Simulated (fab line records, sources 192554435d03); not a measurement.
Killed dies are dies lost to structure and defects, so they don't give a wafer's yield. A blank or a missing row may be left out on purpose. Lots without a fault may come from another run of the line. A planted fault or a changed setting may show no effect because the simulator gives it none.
Which tool did it? | flow n5_finfet | 10 lots, 30 wafers sampled, at 4 steps of a route of 1938

WHAT THE GAUGES READ, wafer by wafer
N5_BEOL_M11_INSPECT_30: inspects for defects (brightfield).
lot  | measured     | on                | raw_defect_count
L881 | day 11 22:11 | defect_inspect-02 | 321 444 316
L882 | day 12 06:04 | defect_inspect-02 | 259 361 401
L883 | day 12 09:01 | defect_inspect-02 | 348 396 400
L886 | day 13 11:57 | defect_inspect-01 | 339 323 411
L890 | day 13 20:41 | defect_inspect-02 | 358 497 326
L889 | day 13 23:38 | defect_inspect-01 | 783 719 879
L891 | day 15 01:02 | defect_inspect-01 | 345 389 363
L893 | day 15 03:37 | defect_inspect-01 | 872 886 905
L896 | day 16 07:00 | defect_inspect-02 | 241 299 299
L901 | day 17 11:50 | defect_inspect-01 | 310 399 467

WHICH TOOL RAN EACH LOT (tool, then ch and the chambers of the sampled wafers, then the start)
lot  | N5_BEOL_M11_ETCH_62                | N5_BEOL_M11_HM_OPEN_17            | N5_BEOL_M11_STRIP_19
L881 | rie_diel-01 ch 0,1, day 11 21:21   | rie_metal-03 ch 0,1, day 11 21:32 | rie_diel-02 ch 0,2,3, day 11 21:39
L882 | rie_diel-04 ch 0,1,3, day 12 04:29 | rie_metal-02 ch 0,1, day 12 04:40 | rie_diel-01 ch 0,1, day 12 04:47
L883 | rie_diel-01 ch 2,3, day 12 08:15   | rie_metal-02 ch 0,1, day 12 08:26 | rie_diel-04 ch 1,2,3, day 12 08:33
L886 | rie_diel-01 ch 0,1,3, day 13 08:46 | rie_metal-02 ch 0,1, day 13 09:03 | rie_diel-02 ch 1,2, day 13 09:10
L890 | rie_diel-02 ch 1,2,3, day 13 16:40 | rie_metal-03 ch 0,1, day 13 16:49 | rie_diel-02 ch 1,2,3, day 13 16:55
L889 | rie_diel-01 ch 1,3, day 13 21:28   | rie_metal-02 ch 0,1, day 13 21:41 | rie_diel-02 ch 1,2, day 13 21:49
L891 | rie_diel-04 ch 0,3, day 14 22:32   | rie_metal-01 ch 0,1, day 14 22:43 | rie_diel-01 ch 0,3, day 14 22:52
L893 | rie_diel-04 ch 0,1, day 15 02:52   | rie_metal-02 ch 0,1, day 15 03:02 | rie_diel-04 ch 0,2,3, day 15 03:10
L896 | rie_diel-04 ch 0,1,3, day 16 03:06 | rie_metal-01 ch 0,1, day 16 03:17 | rie_diel-01 ch 0,1,2, day 16 03:37
L901 | rie_diel-02 ch 1,2,3, day 17 10:55 | rie_metal-02 ch 1, day 17 11:06   | rie_diel-04 ch 0,3, day 17 11:18
- N5_BEOL_M11_ETCH_62: etches SOC in N2/H2, target depth 110 nm, overetch 22 nm, time 165 s.
- N5_BEOL_M11_HM_OPEN_17: chemistry Cl2/BCl3, target TiN, target depth 20 nm, overetch 6 nm.
- N5_BEOL_M11_STRIP_19: strips in O2.

THE ANSWER, worked out from the rows above alone
Rule: what is usual is taken from the lots themselves. Put in order of their means at a reading, lots are off if they are a third of the lots or fewer, leave a main group of 4 or more, and stand apart from it by a gap of 3 or more times the standard deviation of the main group's means; of several such gaps the widest counts. A main group whose means are all the same, to the digits that the tables above print for the reading, isn't used. A lot without any number at a reading at which 4 lots or more have one is off too. The other lots that the step has rows for count as sound.
Off: L889, L893, at N5_BEOL_M11_INSPECT_30 (raw_defect_count). The main group: mean 359, standard deviation 34.
A tool fits if, at a process step before that reading, it ran every lot that is off, and no sound lot after the first of them. The gauges at N5_BEOL_M11_INSPECT_30 are tried like those tools. None of those tried fits.

WHAT THE SIMULATOR HAD PUT IN
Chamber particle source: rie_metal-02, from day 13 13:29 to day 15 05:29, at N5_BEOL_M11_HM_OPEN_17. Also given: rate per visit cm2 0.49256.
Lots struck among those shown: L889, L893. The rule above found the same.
